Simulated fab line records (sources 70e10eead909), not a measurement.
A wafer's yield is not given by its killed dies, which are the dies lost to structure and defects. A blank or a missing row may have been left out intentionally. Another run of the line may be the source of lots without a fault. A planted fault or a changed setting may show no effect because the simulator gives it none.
Chamber matching :: flow nand_harc :: NHARC_A_STAIRCASE_TRIM_229 on rie_diel-08 has 4 sister chambers
The step chemistry O2, time 211.2 s. 14 wafers are shown with their chamber, then 7 later ones without.

WAFERS, EACH WITH ITS CHAMBER
wafer: L076.1
chamber: 0
showerhead_plenum_p_Torr (Torr): 3.59
drypump_motor_current_A (A): 5.4
oes_product_au (a.u.): 1.003

wafer: L076.2
chamber: 2
showerhead_plenum_p_Torr (Torr): 3.47
drypump_motor_current_A (A): 5.6
oes_product_au (a.u.): 0.997

wafer: L076.5
chamber: 0
showerhead_plenum_p_Torr (Torr): 3.59
drypump_motor_current_A (A): 5.4
oes_product_au (a.u.): 1.003

wafer: L078.1
chamber: 0
showerhead_plenum_p_Torr (Torr): 3.58
drypump_motor_current_A (A): 5.4
oes_product_au (a.u.): 1.013

wafer: L078.2
chamber: 3
showerhead_plenum_p_Torr (Torr): 3.48
drypump_motor_current_A (A): 5.8
oes_product_au (a.u.): 1.016

wafer: L078.4
chamber: 1
showerhead_plenum_p_Torr (Torr): 3.65
drypump_motor_current_A (A): 5.6
oes_product_au (a.u.): 1.002

wafer: L080.1
chamber: 1
showerhead_plenum_p_Torr (Torr): 3.65
drypump_motor_current_A (A): 5.6
oes_product_au (a.u.): 0.993

wafer: L080.2
chamber: 2
showerhead_plenum_p_Torr (Torr): 3.46
drypump_motor_current_A (A): 5.6
oes_product_au (a.u.): 0.980

wafer: L080.4
chamber: 2
showerhead_plenum_p_Torr (Torr): 3.46
drypump_motor_current_A (A): 5.6
oes_product_au (a.u.): 0.997

wafer: L084.1
chamber: 1
showerhead_plenum_p_Torr (Torr): 3.64
drypump_motor_current_A (A): 5.6
oes_product_au (a.u.): 0.992

wafer: L084.3
chamber: 2
showerhead_plenum_p_Torr (Torr): 3.46
drypump_motor_current_A (A): 5.6
oes_product_au (a.u.): 0.992

wafer: L084.5
chamber: 0
showerhead_plenum_p_Torr (Torr): 3.57
drypump_motor_current_A (A): 5.4
oes_product_au (a.u.): 1.006

wafer: L081.1
chamber: 3
showerhead_plenum_p_Torr (Torr): 3.47
drypump_motor_current_A (A): 5.9
oes_product_au (a.u.): 1.008

wafer: L081.2
chamber: 1
showerhead_plenum_p_Torr (Torr): 3.64
drypump_motor_current_A (A): 5.6
oes_product_au (a.u.): 1.004

SIGNATURES (means of the wafers above)
reading: showerhead_plenum_p_Torr
chamber 0: 3.5825
chamber 1: 3.6450
chamber 2: 3.4625
chamber 3: 3.4750
scatter within a chamber: 0.00707

reading: drypump_motor_current_A
chamber 0: 5.400
chamber 1: 5.600
chamber 2: 5.600
chamber 3: 5.850
scatter within a chamber: 0.0224

reading: oes_product_au
chamber 0: 1.00625
chamber 1: 0.99775
chamber 2: 0.99150
chamber 3: 1.01200
scatter within a chamber: 0.00636
Rule: for a wafer and a chamber, the distance is found by dividing, reading by reading, the gap between the wafer's reading and the chamber's mean by the reading's scatter, squaring, summing and taking the root. If the next closest chamber is less than 2 further off than the closest, the wafer can't be placed; otherwise it belongs to the closest. How the scatter is found: for the shown wafers, subtract from each reading the mean of its chamber, square and add these, divide the total by (wafers less chambers), then take the root.

WAFERS MISSING THEIR CHAMBER
wafer: L081.4
showerhead_plenum_p_Torr (Torr): 3.45
drypump_motor_current_A (A): 5.6
oes_product_au (a.u.): 1.007

wafer: L086.1
showerhead_plenum_p_Torr (Torr): 3.47
drypump_motor_current_A (A): 5.9
oes_product_au (a.u.): 1.003

wafer: L086.5
showerhead_plenum_p_Torr (Torr): 3.47
drypump_motor_current_A (A): 5.9
oes_product_au (a.u.): 1.013

wafer: L086.6
showerhead_plenum_p_Torr (Torr): 3.57
drypump_motor_current_A (A): 5.4
oes_product_au (a.u.): 1.016

wafer: L095.3
showerhead_plenum_p_Torr (Torr): 3.61
drypump_motor_current_A (A): 5.6
oes_product_au (a.u.): 1.011

wafer: L095.4
showerhead_plenum_p_Torr (Torr): 3.43
drypump_motor_current_A (A): 5.6
oes_product_au (a.u.): 1.013

wafer: L095.6
showerhead_plenum_p_Torr (Torr): 3.45
drypump_motor_current_A (A): 5.8
oes_product_au (a.u.): 1.008

WHICH CHAMBER EACH WENT THROUGH
wafer: L081.4
from the rows above: 2
in truth: 2

wafer: L086.1
from the rows above: 3
in truth: 3

wafer: L086.5
from the rows above: 3
in truth: 3

wafer: L086.6
from the rows above: 0
in truth: 0

wafer: L095.3
from the rows above: 1
in truth: 1

wafer: L095.4
from the rows above: 2
in truth: 2

wafer: L095.6
from the rows above: 3
in truth: 3
7 of 7 placed correctly. Not placeable from these rows: 0. Number placed wrongly: 0.
